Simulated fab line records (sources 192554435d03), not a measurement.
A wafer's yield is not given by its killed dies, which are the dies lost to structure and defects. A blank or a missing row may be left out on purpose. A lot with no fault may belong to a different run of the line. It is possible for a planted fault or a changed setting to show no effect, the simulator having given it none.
fab line records    flow n5Finfet    part 2 of 2: steps 24 to 31 of 31
[record] lots = 5  wafers = 15  lastDay = 19
route steps=1938 shown DUMMY_REMOVAL@382 HKMG_FIN@385
lots untouched by any fault: they come from a run of this same line in which no faults occurred
startH: start of the lot's first displayed wafer, in hours after the record's first day    waitH: hours from the lot's prior step to this one    " identical to the entry in the row above    L1.1+2: several wafers, shown together as one row    - no value, or no start was given    * or withheld: withheld    < > ~ a bound
route shown NAME@n: names a module that has steps shown in the file, with the first one's number in the route    usual: the fault-free wafers' mean and standard deviation    same: alike in all rows    chamber/n: place in a boat    sites: the reading at each site    _std_site: the values' standard deviation    _edge_site: the outer-site mean with the inner-site mean subtracted    radiusMm: for every site, how far away it sits from the centre of the wafer    mask NAME#n: copy n    behind: the tool/chamber that last shaped the wafer    hold: the reason the lot was held/the length of the hold in hours/how it ended    device: transistor that didn't switch, given as n, p or np    end of line: at the end of the route, the tests of the same wafers    a step given without rows: its recipe and nothing more    killed: dies lost to structure and defects at the first sort, not the wafer's yield    map: a wafer's dies, marking killed ones x, the rest . and places with no die _
set.NAME: the setting the step ran with; set.NAME@STEP: the setting that earlier step ran with    model.NAME: the simulator's own value behind a step, which no gauge read
certain route steps with their lots: each step a table, each wafer a row
services: from which hour (startH, from the record's first day; less than 0 if before it) a tool's chamber was out of use, for how many hours, and why
[[steps]]
[step N5_HKMG_FIN_STRIP_57]
[recipe] chemistry = CF4  resist = SiARC  powerW = 300  biasPowerW = 75  pressureMtorr = 50  cf4FlowSccm = 150  rfFrequencyHz = 6e+07
[usual] biasPowerW = 74.94/0.2  drypumpMotorCurrentA = 5.8/0.5  oesProductAu = 0.73/0.057  rfVppV = 271.1/1.6  showerheadPlenumPTorr = 1.79/0.061  throttleValvePct = 13.65/0.24
lot.wafer  tool        chamber  startH  waitH  biasPowerW  drypumpMotorCurrentA  oesProductAu  rfHoursCounterH  rfVppV  showerheadPlenumPTorr  throttleValvePct
L085.2     rieDiel-06  0        142.07  0.0    74.85       5.9                   0.74          174              272.3   1.87                   13.77
L085.4     "           1        "       "      74.90       5.2                   0.70          183              273.8   1.86                   13.65
L085.5     "           0        "       "      74.74       5.9                   0.74          -                273.4   1.87                   13.77
L087.1     rieDiel-06  0        152.71  0.0    75.19       5.9                   0.74          178              273.2   1.86                   13.79
L087.2     "           1        "       "      74.82       5.2                   0.70          187              273.1   1.85                   13.67
L087.6     "           2        "       "      75.20       6.2                   0.69          -                271.9   1.84                   13.67
L091.1     rieDiel-02  3        173.14  0.0    74.74       6.3                   0.72          177              270.5   1.72                   13.42
L091.2     "           2        "       "      74.76       5.2                   0.68          240              270.4   1.79                   13.77
L091.6     "           3        "       "      75.16       6.3                   0.72          -                270.6   1.72                   13.43
L093.1     rieDiel-03  2        186.03  0.0    75.02       5.6                   0.73          178              270.8   1.73                   13.68
L093.2     "           1        "       "      74.90       5.9                   0.77          159              274.3   1.86                   13.97
L093.4     "           3        "       "      74.97       6.1                   0.67          -                268.9   1.69                   13.60
L095.4     rieDiel-03  0        197.20  0.0    75.50       4.8                   0.94          4                271.3   1.78                   13.22
L095.5     "           1        "       "      74.90       6.0                   0.76          -                271.0   1.85                   13.98
L095.6     "           0        "       "      74.77       4.8                   0.93          -                270.5   1.78                   13.22
[step N5_HKMG_FIN_ETCH_58]
[recipe] chemistry = N2/H2  target = SOC  targetDepthA = 2158  ionEnergyEv = 50  biasW = 13  timeS = 741  pressureMtorr = 30  sourceW = 875  n2FlowSccm = 200  h2FlowSccm = 200
[usual] biasW = 13.00/0.04  drypumpMotorCurrentA = 5.8/0.5  oesProductAu = 0.74/0.066  rfVppV = 99.0/0.97  showerheadPlenumPTorr = 2.53/0.095  throttleValvePct = 17.82/0.3
lot.wafer  tool        chamber  startH  waitH  biasW  drypumpMotorCurrentA  oesProductAu  rfHoursCounterH  rfVppV  showerheadPlenumPTorr  throttleValvePct
L085.2     rieDiel-06  0        142.09  0.0    13.01  5.9                   0.75          174              101.0   2.64                   17.97
L085.4     "           1        "       "      12.99  5.2                   0.72          184              98.7    2.63                   17.68
L085.5     "           0        "       "      12.92  5.9                   0.75          -                99.7    2.64                   17.97
L087.1     rieDiel-06  0        152.73  0.0    13.05  5.9                   0.74          178              98.8    2.64                   17.97
L087.2     "           1        "       "      13.07  5.2                   0.72          188              100.3   2.63                   17.69
L087.6     "           2        "       "      12.99  6.2                   0.69          -                97.8    2.63                   18.00
L091.1     rieDiel-02  3        173.16  0.0    13.01  6.3                   0.73          177              99.3    2.44                   17.57
L091.2     "           2        "       "      12.94  5.2                   0.69          240              99.6    2.48                   17.79
L091.6     "           3        "       "      13.07  6.4                   0.72          -                98.8    2.44                   17.58
L093.1     rieDiel-03  2        186.05  0.0    13.00  5.6                   0.72          178              97.4    2.42                   17.76
L093.2     "           1        "       "      12.99  5.9                   0.79          159              100.0   2.65                   18.38
L093.4     "           3        "       "      12.97  6.1                   0.68          -                98.7    2.40                   17.71
L095.4     rieDiel-03  0        197.22  0.0    13.00  4.9                   0.97          4                97.6    2.50                   17.37
L095.5     "           1        "       "      13.01  5.9                   0.79          -                98.9    2.65                   18.37
L095.6     "           0        "       "      12.93  4.9                   0.98          -                99.4    2.50                   17.36
[step N5_HKMG_FIN_STRIP_93]
[recipe] chemistry = N2/H2  material = SOC  timeS = 20  powerW = 500  tempC = 40  pressureMtorr = 50  rfFrequencyHz = 6e+07  biasPowerW = 8  h2Frac = 0.5  n2FlowSccm = 300  h2FlowSccm = 300
[usual] biasPowerW = 8.001/0.023  drypumpMotorCurrentA = 5.8/0.5  oesProductAu = 0.74/0.066  rfVppV = 54.2/0.87  showerheadPlenumPTorr = 3.35/0.12  throttleValvePct = 19.1/0.5
lot.wafer  tool        chamber  startH  waitH  biasPowerW  drypumpMotorCurrentA  oesProductAu  rfHoursCounterH  rfVppV  showerheadPlenumPTorr  throttleValvePct
L085.2     rieDiel-06  0        142.52  0.2    8.027       5.9                   0.74          174              54.9    3.48                   19.4
L085.4     "           1        "       "      7.985       5.2                   0.72          184              55.5    3.47                   18.7
L085.5     "           0        "       "      8.015       5.9                   0.74          -                56.0    3.48                   19.4
L087.1     rieDiel-06  0        153.16  0.2    7.972       5.9                   0.74          179              53.8    3.48                   19.4
L087.2     "           1        "       "      8.016       5.2                   0.72          188              53.6    3.47                   18.7
L087.6     "           2        "       "      7.961       6.2                   0.69          -                54.2    3.47                   19.6
L091.1     rieDiel-02  3        173.59  0.2    7.964       6.4                   0.74          177              53.2    3.22                   18.8
L091.2     "           2        "       "      7.949       5.2                   0.69          240              53.5    3.29                   19.1
L091.6     "           3        "       "      7.995       6.4                   0.73          -                54.6    3.22                   18.8
L093.1     rieDiel-03  2        186.47  0.2    8.023       5.7                   0.73          178              52.7    3.21                   19.0
L093.2     "           1        "       "      8.014       5.9                   0.80          159              55.4    3.49                   20.1
L093.4     "           3        "       "      8.004       6.1                   0.67          -                53.8    3.18                   18.6
L095.4     rieDiel-03  0        197.65  0.2    7.991       4.9                   0.97          4                55.3    3.31                   18.4
L095.5     "           1        "       "      8.013       5.9                   0.79          -                53.5    3.49                   20.2
L095.6     "           0        "       "      7.980       4.9                   0.98          -                54.9    3.31                   18.4
[step N5_HKMG_FIN_WET_ETCH_76]
[recipe] chemistry = dNH4OH  mix = 1:50  tempC = 25  target = Al2O3  stopOn = La2O3  targetDepthNm = 2.25  dry = ipaMarangoni  rinseTimeS = 30  rinseTempC = 23
lot.wafer   tool         chamber  startH  waitH
L085.2+4+5  wetBench-04  2,3,1    142.64  0.1
L087.1+2+6  wetBench-04  0,2,3    153.24  0.1
L091.1+2+6  wetBench-04  3,1,7    173.67  0.1
L093.1+2+4  wetBench-01  0,4,1    186.56  0.1
L095.4+5+6  wetBench-05  7,6,5    197.73  0.1
[step N5_HKMG_FIN_STRIP_60]
[recipe] chemistry = N2/H2  powerW = 2500  tempC = 300  h2Frac = 0.65  timeS = 360  pressureMtorr = withheld  n2FlowSccm = 1750  h2FlowSccm = 3250
[usual] drypumpMotorCurrentA = 5.83/0.056  heaterPowerW = 434/44
lot.wafer  tool            chamber  startH  waitH  drypumpMotorCurrentA  heaterPowerW  rfHoursCounterH
L085.2     plasmaAsher-02  1        142.70  0.0    5.81                  372           99
L085.4     "               1        "       "      5.83                  370           -
L085.5     "               0        "       "      5.73                  460           -
L087.1     plasmaAsher-01  0        153.31  0.0    5.90                  421           54
L087.2     "               1        "       "      5.87                  493           54
L087.6     "               1        "       "      5.82                  484           -
L091.1     plasmaAsher-02  0        173.78  0.0    5.77                  471           105
L091.2     "               1        "       "      5.81                  371           105
L091.6     "               0        "       "      5.78                  448           -
L093.1     plasmaAsher-01  0        186.63  0.0    5.92                  427           59
L093.2     "               1        "       "      5.81                  491           59
L093.4     "               1        "       "      5.80                  494           -
L095.4     plasmaAsher-02  0        197.92  0.1    5.75                  444           -
L095.5     "               1        "       "      5.84                  386           -
L095.6     "               0        "       "      5.78                  460           -
[step N5_HKMG_FIN_WET_ETCH_77]
[recipe] chemistry = dHCl  mix = 1:10000  tempC = 25  target = La2O3  stopOn = HfO2  targetDepthNm = 2
lot.wafer   tool         chamber  startH  waitH
L085.2+4+5  wetBench-05  2,7,1    143.09  0.3
L087.1+2+6  wetBench-01  7,3,0    153.92  0.5
L091.1+2+6  wetBench-05  0,1,2    174.17  0.3
L093.1+2+4  wetBench-05  0,5,4    187.01  0.3
L095.4+5+6  wetBench-05  3,2,1    198.19  0.1
[step N5_HKMG_FIN_WET_ETCH_78]
[recipe] chemistry = dNH4OH  mix = 1:50  tempC = 25  target = Al2O3  stopOn = La2O3  targetDepthNm = 4.5  dry = ipaMarangoni  rinseTimeS = 30  rinseTempC = 23
lot.wafer   tool         chamber  startH  waitH
L085.2+4+5  wetBench-05  2,7,1    143.12  0.0
L087.1+2+6  wetBench-01  7,3,0    153.95  0.0
L091.1+2+6  wetBench-05  0,1,2    174.20  0.0
L093.1+2+4  wetBench-05  0,5,4    187.04  0.0
L095.4+5+6  wetBench-05  3,2,1    198.22  0.0
[step N5_HKMG_FIN_ALD_79]
[recipe] material = TiN  targetThkA = 15  tempC = 400  aldPrecursorFamily = TiCl4  aldCoReactant = NH3  pulseTimeS = 1  purgeTimeS = 3  coReactantPurgeTimeS = 2  coReactantPulseTimeS = 2  aldCycles = 68  pressureTorr = 3
[usual] heaterPowerW = 874/92  precursorPulseHeightRel = 1.001/0.019
lot.wafer  tool         chamber  startH  waitH  heaterPowerW  precursorPulseHeightRel  sinceWetCleanH
L085.2     aldMetal-01  0        143.19  0.0    862           0.975                    5960
L085.4     "            2        "       "      781           0.999                    5960
L085.5     "            2        "       "      774           1.011                    -
L087.1     aldMetal-04  0        154.02  0.0    991           1.012                    2894
L087.2     "            2        "       "      805           1.035                    2894
L087.6     "            1        "       "      803           0.999                    -
L091.1     aldMetal-02  2        174.27  0.0    841           0.973                    4453
L091.2     "            3        "       "      903           0.990                    4453
L091.6     "            1        "       "      814           1.010                    -
L093.1     aldMetal-04  0        187.11  0.0    1027          0.987                    2927
L093.2     "            2        "       "      789           1.028                    2927
L093.4     "            3        "       "      905           1.008                    2927
L095.4     aldMetal-01  0        198.29  0.0    853           0.977                    6015
L095.5     "            3        "       "      986           1.005                    -
L095.6     "            2        "       "      757           0.991                    -
[[services]]
tool            chamber  startH  hours  kind
rieDiel-06      0        119.41  1.3    repair
arfiScanner-02  -        120.21  1.3    pm
aldMetal-02     0        120.58  4.2    repair
arfiScanner-01  -        125.42  0.8    pm
wetBench-05     -        126.25  1.9    repair
rieDiel-03      2        127.70  2.8    repair
aldMetal-01     -        139.11  0.6    repair
arfiScanner-01  0        142.06  -      calibration
rieDiel-03      0        163.82  -      clean
rieDiel-03      0        163.82  -      consumableReplace:focusRing
rieDiel-03      0        163.82  23.9   scheduledDown
rieDiel-03      0        163.82  23.9   ventCycle
arfiScanner-02  0        164.88  -      calibration
arfiScanner-01  -        168.55  1.0    pm
plasmaAsher-01  -        173.04  2.9    repair
arfiScanner-02  -        173.77  0.8    pm
plasmaAsher-01  -        178.82  0.7    repair
arfiScanner-01  -        180.04  1.3    pm
aldHk-02        -        187.11  31.2   repair
rieDiel-02      2        187.41  4.7    repair
